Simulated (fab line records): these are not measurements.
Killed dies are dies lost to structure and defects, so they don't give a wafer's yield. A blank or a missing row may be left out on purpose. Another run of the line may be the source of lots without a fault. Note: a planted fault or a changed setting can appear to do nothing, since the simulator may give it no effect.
Struck lot and sound lot, side by side -- flow n5_finfet -- 19 out of 1938 route steps
Sound: wafers L624.3, L624.4, L624.5. The struck wafers were L628.1, L628.2, L628.5. The cause is given at the end.
For every step that has rows: the tool of each side, followed by ch and its chambers, followed by its first start. Under that, the readings that differ: sound wafers -- struck wafers -- difference of the means -- sigmas: that difference in standard deviations of wafers without a fault.
alike: words and numbers the same on both sides, and readings whose means are apart by under 2 such deviations; not compared: readings that were withheld, readings missing a value for some wafer, numbers with overlapping values and no deviation given by the record, and bounds like >300 which may hide the same value.
The two part at a step that has a row with sigmas, a row that says differs or no value, or rows on one side only. Numbers that have no deviation but don't overlap get no sigmas and don't part them. A reading missing from all wafers of one side parts the sides only when that side holds two or more wafers.

N5_BEOL_M14_CMP_49: polishes, stops on SiO2, t overpolish 5.2 s, target thk 560 nm.
  sound on cmp-01 ch 1,3, day 11 15:11; struck on cmp-02 ch 0,2, day 12 15:17
  alike: barrier_field_endpoint_s, motor_current_A, overpolish_run_s, time_to_endpoint_s
N5_BEOL_M14_THK_MEAS_50: measures by xrf.
  sound on film_metro-01 at day 11 15:26; struck on film_metro-01 at day 12 15:34
  alike: M14_THK
then, 1 step without rows for these wafers: N5_BEOL_M14_PRE_CLEAN_52 (time 15 s).
N5_BEOL_M14_DEP_53: deposits SiCN from 3MS/NH3, target thk 50 nm, time 17.8 s.
  sound on pecvd-04 ch 0,1,2, day 11 15:30; struck on pecvd-02 ch 0,2, day 12 15:38
  alike: showerhead_plenum_p_Torr, throttle_valve_pct
N5_BEOL_M14_RS_MEAS_54: measurement is done with a four-point probe.
  sound on film_metro-02 at day 11 15:34; struck on film_metro-01 at day 12 15:42
  alike: M14_RS
N5_BEOL_M14_INSPECT_55: inspects for defects (darkfield).
  sound on defect_inspect-01 at day 11 15:35; struck on defect_inspect-01 at day 12 15:44
  alike: raw_defect_count
N5_BEOL_M15_ILD_DEP_00: deposits SiO2 from TEOS/O2, target thk 1629.3 nm, time 346.1 s.
  sound on pecvd-02 ch 0,1, day 11 15:38; struck on pecvd-02 ch 0,1,2, day 12 15:46
  alike: heater_power_w, showerhead_plenum_p_Torr, throttle_valve_pct
N5_BEOL_M15_THK_MEAS_01:
  sound on film_metro-01 at day 11 15:53; struck on film_metro-02 at day 12 16:01
  alike: M15_ILD_THK
then, 4 steps without rows for these wafers: N5_BEOL_M15_COAT_58 (time 60 s, resist thk 89 nm); N5_BEOL_M15_COAT_04 (resist thk 800 nm); N5_BEOL_M15_EBR_06; N5_BEOL_M15_SOFTBAKE_05 (time 60 s).
N5_BEOL_M15_EXPOSE_07: exposes mask V14.
  sound on krf_scanner-01 ch 0, day 11 16:01; struck on krf_scanner-01 ch 0, day 12 16:08
reading,sound,struck,difference,sigmas
exposure_dose_mJ_cm2,41.28 41.25 41.21,38.03 38.04 38.00,-3.22,-12
  alike: mask, reticle_temp_C
then, 3 steps without rows for these wafers: N5_BEOL_M15_PEB_08 (peb time 90 s); N5_BEOL_M15_DEVELOP_09 (develop time 45 s); N5_BEOL_M15_HARDBAKE_14 (time 120 s).
N5_BEOL_M15_CD_MEAS_10 targets a cd of 360 nm.
  sound on cd_sem-03 ch 0, day 11 16:11; struck on cd_sem-02 ch 0, day 12 16:19
reading,sound,struck,difference,sigmas
cd_nm (nm),363.5 360.6 361.6,346.4 347.2 344.9,-15.7,-8
N5_BEOL_M15_OVL_MEAS_11:
  sound on overlay-01 ch 0, day 11 16:13; struck on overlay-01 ch 0, day 12 16:21
  alike: V14_OVL
then, 1 step without rows for these wafers: N5_PASSIVATION_PROBE_49.

## WHERE THEY PART
Earliest at N5_BEOL_M15_EXPOSE_07; latest, in this record, at N5_BEOL_M15_CD_MEAS_10. Later steps at which nothing parts them and some readings are alike: N5_BEOL_M15_OVL_MEAS_11.

WHY: the cause the simulator had injected
Drift in process parameters on krf_scanner-01 at N5_BEOL_M15_EXPOSE_07, starting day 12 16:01. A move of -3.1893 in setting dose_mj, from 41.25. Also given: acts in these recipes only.
